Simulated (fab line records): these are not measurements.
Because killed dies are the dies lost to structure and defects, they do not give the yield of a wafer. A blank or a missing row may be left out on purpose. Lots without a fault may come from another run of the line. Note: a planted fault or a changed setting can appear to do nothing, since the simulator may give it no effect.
fab line records	flow n5Finfet	part 2 of 2: steps 5 to 6 of 6
record: lots: 23	wafers: 69	lastDay: 17
route steps=1938 shown STI_FIN_REVEAL@183 DUMMY_GATE@232 SD_EPI_N@273
lots that met no fault: from a run of the same line without faults
startH: the number of hours between the record's first day and the start of the first shown wafer of the lot	waitH: how many hours have passed since the lot's step before this one	" unchanged from the row above	L1.1+2: a row that stands for several wafers	- no value present, or no start provided	* or withheld: withheld	< > ~ a bound
route shown NAME@n: names a module that has steps shown in the file, with the first one's number in the route	usual: mean and standard deviation over wafers with no fault	same: alike in all rows	chamber/n: place in a boat	sites: the reading at each site	_std_site: the values' standard deviation	_edge_site: mean of outer sites minus mean of inner sites	radiusMm: how far each site lies from the wafer's centre	mask NAME#n: copy n	behind: the most recent tool/chamber to have shaped the wafer	hold: reason for holding the lot/hours on hold/outcome of the hold	device: whichever transistor did not switch (one of n, p or np)	end of line: tests run on the same wafers once the route is complete	for a step that has no rows: nothing shown but its recipe	killed: dies that structure and defects cost at the first sort, which is not the same as the wafer's yield	map: shows each die of a wafer: x if killed, . if not, _ if none is there
set.NAME: the setting the step ran with; set.NAME@STEP: the setting that earlier step ran with	model.NAME: the simulator's own value behind a step, which no gauge read
route steps across a sampled set of lots; one table per step, one row per wafer
services: the hour from which a tool's chamber was out of use, counted from the record's first day as startH (under 0 if before that day), plus the number of hours and why
== steps ==
step: N5_DUMMY_GATE_ETCH_44
recipe: chemistry: HBr/O2	overEtchFrac: 0.7	targetDepthA: 1275	stopOn: SiO2	ionEnergyEv: 60	biasW: 20	target: poly-Si	maskMaterial: SiO2	pressureMtorr: 20	icpW: 400	HBr_flow_sccm: 120	O2_flow_sccm: 10
usual: drypumpMotorCurrentA: 5.7/0.44	heBacksideLeakSccm: 2.7/0.43	oesProductAu: 0.735/0.011	rfFwdPowerW: 397.8/1.3	throttleValvePct: 18.39/0.19
lot.wafer	tool	chamber	startH	waitH	drypumpMotorCurrentA	heBacksideLeakSccm	oesProductAu	rfFwdPowerW	rfHoursCounterH	throttleValvePct
L074.2	rieSi-02	3	46.84	0.0	6.1	2.2	0.745	396.0	31	18.22
L074.3	"	2	"	"	5.7	2.6	0.739	398.5	103	18.54
L074.5	"	2	"	"	5.7	2.8	0.733	396.9	-	18.55
L075.2	rieSi-02	1	51.67	0.0	5.4	2.8	0.718	399.6	194	18.53
L075.3	"	2	"	"	5.7	2.6	0.755	397.4	103	18.56
L075.4	"	3	"	"	6.1	2.3	0.745	397.4	31	18.20
L076.1	rieSi-02	0	59.15	0.0	5.4	2.2	0.752	396.7	32	18.05
L076.2	"	2	"	"	5.7	2.6	0.731	398.3	103	18.54
L076.5	"	3	"	"	6.1	2.2	0.731	398.0	-	18.21
L077.1	rieSi-02	1	65.12	0.0	5.4	2.8	0.709	397.9	194	18.56
L077.2	"	0	"	"	5.4	2.2	0.742	398.2	32	18.02
L077.3	"	3	"	"	6.1	2.4	0.743	397.1	31	18.21
L078.2	rieSi-03	1	70.33	0.0	5.4	2.7	0.737	397.9	186	18.32
L078.3	"	2	"	"	5.0	2.8	0.737	397.9	90	18.38
L078.6	"	0	"	"	5.7	3.1	0.736	397.9	-	18.55
L079.1	rieSi-03	2	77.75	0.0	5.0	2.8	0.732	396.4	90	18.36
L079.4	"	1	"	"	5.4	2.8	0.732	399.0	-	18.31
L079.5	"	0	"	"	5.7	3.0	0.734	399.2	-	18.55
L080.2	rieSi-03	2	82.81	0.0	5.0	3.0	0.731	396.2	90	18.37
L080.3	"	0	"	"	5.7	3.0	0.730	399.4	98	18.56
L080.6	"	1	"	"	5.4	2.7	0.728	396.8	-	18.32
L081.1	rieSi-02	2	89.20	0.0	5.7	2.7	0.735	400.0	104	18.56
L081.3	"	1	"	"	5.4	2.8	0.710	398.7	194	18.53
L081.6	"	2	"	"	5.7	2.7	0.725	398.5	-	18.55
L083.1	rieSi-02	3	100.05	0.0	6.1	2.5	0.728	397.0	32	18.21
L083.2	"	0	"	"	5.3	2.2	0.739	394.5	33	18.04
L083.6	"	3	"	"	6.1	2.5	0.739	399.0	-	18.20
L084.2	rieSi-01	0	110.50	0.0	5.3	3.7	0.728	399.0	135	18.42
L084.3	"	1	"	"	6.5	3.1	0.733	398.8	86	18.39
L084.6	"	1	"	"	6.5	3.0	0.740	397.9	-	18.40
L085.1	rieSi-03	2	114.31	0.0	5.0	2.9	0.732	394.5	91	18.37
L085.2	"	3	"	"	6.2	2.4	0.757	398.4	1	18.23
L085.3	"	0	"	"	5.7	3.0	0.754	396.9	98	18.57
L086.3	rieSi-03	2	122.90	0.0	5.0	3.0	0.740	397.2	91	18.38
L086.5	"	3	"	"	6.2	2.5	0.751	397.9	-	18.24
L086.6	"	2	"	"	5.0	2.9	0.743	395.2	-	18.37
L087.3	rieSi-02	0	129.42	0.0	5.4	2.6	0.732	398.0	34	18.02
L087.4	"	3	"	"	6.1	2.3	0.723	397.0	-	18.22
L087.5	"	0	"	"	5.4	2.2	0.742	397.2	-	18.04
L088.1	rieSi-03	2	130.98	0.0	5.0	2.7	0.731	395.0	91	18.38
L088.4	"	1	"	"	5.4	2.8	0.727	397.3	187	18.32
L088.5	"	2	"	"	5.0	2.7	0.739	395.6	-	18.36
L089.1	rieSi-02	2	138.39	0.0	5.7	2.7	0.724	399.3	105	18.54
L089.2	"	0	"	"	5.4	2.3	0.745	396.9	34	18.03
L089.6	"	0	"	"	5.4	2.1	0.750	397.6	-	18.04
L090.3	rieSi-02	2	142.97	0.0	5.7	2.6	0.727	399.8	105	18.53
L090.4	"	0	"	"	5.4	2.2	0.743	396.9	-	18.03
L090.5	"	2	"	"	5.7	2.6	0.734	400.7	-	18.56
L091.2	rieSi-01	2	147.74	0.0	6.1	3.0	0.722	398.8	12	18.74
L091.3	"	1	"	"	6.5	2.9	0.737	400.8	87	18.40
L091.6	"	3	"	"	6.7	2.3	0.769	397.7	-	18.71
L092.1	rieSi-01	2	153.55	0.0	6.1	3.0	0.721	397.9	12	18.76
L092.2	"	0	"	"	5.3	3.8	0.736	398.5	136	18.42
L092.5	"	2	"	"	6.1	2.6	0.725	398.9	-	18.74
L093.1	rieSi-03	0	161.90	0.0	5.7	3.0	0.752	398.7	99	18.55
L093.2	"	2	"	"	5.1	2.9	0.744	397.0	91	18.38
L093.5	"	1	"	"	5.5	2.7	0.738	396.1	-	18.33
L094.1	rieSi-01	3	165.64	0.0	6.7	2.3	0.757	398.9	31	18.69
L094.2	"	2	"	"	6.1	2.8	0.722	398.4	12	18.74
L094.4	"	0	"	"	5.3	3.7	0.714	397.2	136	18.41
L095.1	rieSi-02	0	172.13	0.0	5.4	2.2	0.739	395.8	35	18.05
L095.3	"	3	"	"	6.1	2.5	0.728	398.2	33	18.19
L095.6	"	2	"	"	5.7	2.8	0.733	397.4	-	18.57
L096.2	rieSi-02	2	177.74	0.0	5.7	2.4	0.739	398.1	106	18.56
L096.5	"	0	"	"	5.3	2.3	0.744	397.6	-	18.03
L096.6	"	3	"	"	6.2	2.2	0.722	395.9	-	18.21
L097.1	rieSi-01	3	184.78	0.0	6.7	2.3	0.758	401.0	32	18.71
L097.4	"	2	"	"	6.1	2.9	0.723	399.8	12	18.73
L097.6	"	0	"	"	5.3	3.6	0.737	399.8	-	18.43
step: N5_SD_EPI_N_DESCUM_14
recipe: chemistry: O2	timeS: 7.9	sourcePowerW: 50	biasPowerW: 20	pressureMtorr: 20	rfFrequencyHz: 2.712e+07	tempC: 40	resist: CAR-ArF-block	o2FlowSccm: 225
usual: drypumpMotorCurrentA: 5.7/0.3	oesProductAu: 0.75/0.044	rfFwdPowerW: 49.28/0.25	rfVppV: 243.2/1.3	showerheadPlenumPTorr: 2.09/0.075	throttleValvePct: 20.48/0.22
lot.wafer	tool	chamber	startH	waitH	drypumpMotorCurrentA	oesProductAu	rfFwdPowerW	rfHoursCounterH	rfVppV	showerheadPlenumPTorr	throttleValvePct
L074.2	rieDiel-06	3	48.33	0.0	5.2	0.78	49.12	127	242.6	2.01	20.14
L074.3	"	0	"	"	5.8	0.78	49.34	127	245.5	2.19	20.45
L074.5	"	2	"	"	6.2	0.74	49.41	-	242.6	1.98	20.61
L075.2	rieDiel-02	1	53.51	0.1	5.9	0.75	49.21	170	245.1	2.17	20.59
L075.3	"	0	"	"	5.6	0.73	49.14	173	242.9	2.10	20.35
L075.4	"	3	"	"	5.6	0.76	49.19	162	241.8	2.09	20.81
L076.1	rieDiel-03	0	60.94	0.2	5.5	0.81	48.77	109	242.8	2.01	20.29
L076.2	"	3	"	"	5.9	0.94	49.36	12	245.3	2.26	20.39
L076.5	"	0	"	"	5.6	0.80	48.92	-	243.3	2.01	20.30
L077.1	rieDiel-06	2	66.61	0.1	6.3	0.73	49.27	214	242.1	1.98	20.62
L077.2	"	0	"	"	5.8	0.76	49.39	134	245.0	2.18	20.48
L077.3	"	1	"	"	5.4	0.76	49.64	160	244.0	2.10	20.76
L078.2	rieDiel-02	0	71.82	0.0	5.6	0.72	49.34	179	244.2	2.10	20.36
L078.3	"	1	"	"	5.9	0.75	49.20	176	245.4	2.17	20.60
L078.6	"	3	"	"	5.6	0.76	48.84	-	243.0	2.09	20.82
L079.1	rieDiel-06	0	79.26	0.1	5.8	0.76	49.13	140	244.9	2.18	20.49
L079.4	"	2	"	"	6.3	0.72	49.26	219	240.9	1.97	20.62
L079.5	"	3	"	"	5.2	0.77	49.18	-	242.9	2.01	20.17
L080.2	rieDiel-02	1	84.40	0.0	5.9	0.74	49.53	180	243.1	2.17	20.59
L080.3	"	2	"	"	5.4	0.74	49.15	189	243.5	2.06	20.21
L080.6	"	2	"	"	5.4	0.74	48.72	-	243.5	2.06	20.19
L081.1	rieDiel-02	2	90.69	0.0	5.4	0.74	49.20	191	243.6	2.06	20.22
L081.3	"	3	"	"	5.6	0.74	49.27	176	242.3	2.08	20.85
L081.6	"	1	"	"	5.9	0.74	49.30	-	245.1	2.17	20.61
L083.1	rieDiel-03	0	102.67	0.0	5.6	0.80	48.92	122	241.6	2.00	20.30
L083.2	"	1	"	"	5.3	0.73	49.54	162	245.1	2.17	20.37
L083.6	"	3	"	"	5.9	0.91	49.49	-	246.1	2.25	20.40
L084.2	rieDiel-02	3	112.00	0.0	5.6	0.74	48.94	183	243.1	2.08	20.86
L084.3	"	2	"	"	5.4	0.73	49.15	198	243.3	2.06	20.22
L084.6	"	0	"	"	5.5	0.71	49.04	-	241.8	2.09	20.39
L085.1	rieDiel-02	2	115.83	0.0	5.4	0.73	48.96	200	243.3	2.06	20.21
L085.2	"	1	"	"	5.9	0.74	49.30	190	244.0	2.17	20.62
L085.3	"	0	"	"	5.6	0.70	49.25	194	244.0	2.09	20.40
L086.3	rieDiel-02	0	124.51	0.0	5.6	0.71	49.35	197	242.8	2.09	20.39
L086.5	"	1	"	"	5.9	0.74	49.33	-	244.5	2.17	20.63
L086.6	"	0	"	"	5.6	0.70	49.18	-	242.5	2.09	20.39
L087.3	rieDiel-02	3	131.14	0.0	5.6	0.73	49.04	191	241.2	2.08	20.88
L087.4	"	0	"	"	5.5	0.70	49.11	200	242.4	2.09	20.40
L087.5	"	1	"	"	5.9	0.73	49.26	-	243.8	2.17	20.62
L088.1	rieDiel-02	0	132.47	0.0	5.6	0.71	49.19	200	242.6	2.09	20.40
L088.4	"	3	"	"	5.6	0.73	49.36	191	242.2	2.08	20.86
L088.5	"	2	"	"	5.4	0.73	49.10	-	242.6	2.06	20.23
L089.1	rieDiel-06	0	139.76	0.0	5.8	0.74	49.00	162	244.4	2.17	20.51
L089.2	"	1	"	"	5.4	0.74	49.61	189	243.7	2.09	20.80
L089.6	"	0	"	"	5.8	0.74	49.53	-	243.7	2.17	20.52
L090.3	rieDiel-06	0	144.38	0.1	5.8	0.73	49.39	165	243.4	2.17	20.50
L090.4	"	3	"	"	5.2	0.76	49.47	155	242.9	2.00	20.18
L090.5	"	1	"	"	5.4	0.74	49.62	-	242.0	2.09	20.81
L091.2	rieDiel-06	2	150.10	0.6	6.2	0.70	49.20	245	242.4	1.97	20.67
L091.3	"	0	"	"	5.8	0.74	49.04	167	245.8	2.17	20.50
L091.6	"	1	"	"	5.5	0.75	49.53	-	242.8	2.09	20.82
L092.1	rieDiel-03	2	155.04	0.0	6.1	0.70	49.65	213	243.0	2.07	20.22
L092.2	"	0	"	"	5.6	0.78	48.71	140	242.9	1.99	20.34
L092.5	"	3	"	"	5.9	0.87	49.79	-	245.5	2.24	20.43
L093.1	rieDiel-03	2	163.51	0.0	6.1	0.71	49.54	216	241.9	2.06	20.24
L093.2	"	1	"	"	5.3	0.71	49.21	182	244.2	2.16	20.42
L093.5	"	1	"	"	5.3	0.72	49.50	-	244.7	2.16	20.41
L094.1	rieDiel-02	0	167.01	0.0	5.6	0.70	49.09	213	242.9	2.09	20.41
L094.2	"	3	"	"	5.6	0.73	49.18	206	244.0	2.07	20.89
L094.4	"	1	"	"	5.9	0.72	49.34	209	244.5	2.16	20.65
L095.1	rieDiel-03	2	173.72	0.1	6.2	0.70	49.46	219	241.0	2.06	20.26
L095.3	"	1	"	"	5.3	0.71	49.33	187	243.8	2.16	20.41
L095.6	"	1	"	"	5.3	0.70	49.41	-	243.3	2.16	20.42
L096.2	rieDiel-03	2	179.26	0.1	6.1	0.70	49.73	221	243.1	2.06	20.24
L096.5	"	1	"	"	5.3	0.70	49.46	-	244.3	2.16	20.42
L096.6	"	2	"	"	6.1	0.71	49.65	-	243.6	2.06	20.25
L097.1	rieDiel-06	1	186.91	0.1	5.4	0.72	49.57	209	242.7	2.08	20.84
L097.4	"	1	"	"	5.5	0.73	49.53	-	242.6	2.08	20.83
L097.6	"	0	"	"	5.8	0.73	49.24	-	244.4	2.17	20.54
== services ==
tool	chamber	startH	hours	kind
aldSin-02	-	12.57	6.1	pm
aldSin-03	2	16.31	6.6	repair
cmp-01	-	16.64	5.0	pm
rieDiel-05	3	36.92	2.7	repair
aldSin-03	0	37.63	4.8	repair
cmp-04	-	39.86	2.2	repair
aldSin-02	-	50.88	1.8	repair
rieDiel-02	-	58.78	1.6	repair
rieSi-03	3	58.88	6.8	repair
rieDiel-05	-	60.59	0.6	repair
cmp-01	-	62.62	4.0	pm
rieDiel-02	2	69.19	10.5	repair
aldSin-02	0	76.05	8.1	repair
cmp-01	-	86.09	5.9	pm
aldSin-02	-	95.70	6.0	pm
aldSin-03	-	111.26	6.0	pm
aldSin-02	3	123.38	3.3	repair
rieDiel-05	1	126.84	5.4	repair
rieSi-02	1	129.08	9.9	repair
aldSin-02	-	140.54	0.7	repair
rieDiel-02	1	146.47	3.9	repair
cmp-04	-	167.18	0.8	repair
rieSi-02	2	180.45	3.1	repair
rieDiel-02	3	185.18	6.4	repair
